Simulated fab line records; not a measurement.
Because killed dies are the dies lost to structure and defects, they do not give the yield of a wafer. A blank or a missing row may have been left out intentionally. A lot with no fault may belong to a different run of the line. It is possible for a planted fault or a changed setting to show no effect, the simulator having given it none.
Matching of chambers -- flow nand-harc -- NHARC_A_BLC_CMP_25 on cmp-01 has 4 sister chambers
The step polishes, t overpolish 30 s, target thk 150 nm. 4 wafers are shown with their chamber, then 8 later ones without.

== WAFERS WITH THEIR CHAMBER ==
wafer,chamber,motor-current-A (A)
L082.6,0,11.4
L085.6,2,12.7
L084.3,3,13.4
L092.1,1,11.2

== WAFERS WITH NO CHAMBER GIVEN ==
wafer,motor-current-A (A)
L092.5,12.6
L092.6,11.1
L095.3,10.8
L095.4,10.8
L095.6,10.8
L097.1,13.4
L097.2,11.4
L097.6,12.7

== THE CHAMBER EACH PASSED THROUGH ==
wafer,from the rows above,in truth
L092.5,2,2
L092.6,can't be placed: 1 or 0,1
L095.3,can't be placed: 1 or 0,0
L095.4,can't be placed: 1 or 0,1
L095.6,can't be placed: 1 or 0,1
L097.1,3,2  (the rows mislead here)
L097.2,can't be placed: 0 or 1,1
L097.6,2,2
Correctly placed: 2 of 8. Cannot be placed on the basis of these rows: 5; the candidates contain the true chamber in 5. Placed wrongly: 1.
How it was worked out, from the rows above alone: a wafer's distance from a chamber is the root of the sum, over the readings, of the square of ((its reading less the chamber's mean) divided by the reading's scatter). If the next closest chamber is less than 2 further off than the closest, the wafer can't be placed; otherwise it belongs to the closest. A chamber's mean is the mean of its shown wafers. The scatter: root of mean squared gap, hidden wafer to nearest shown wafer, with one shown wafer a chamber.
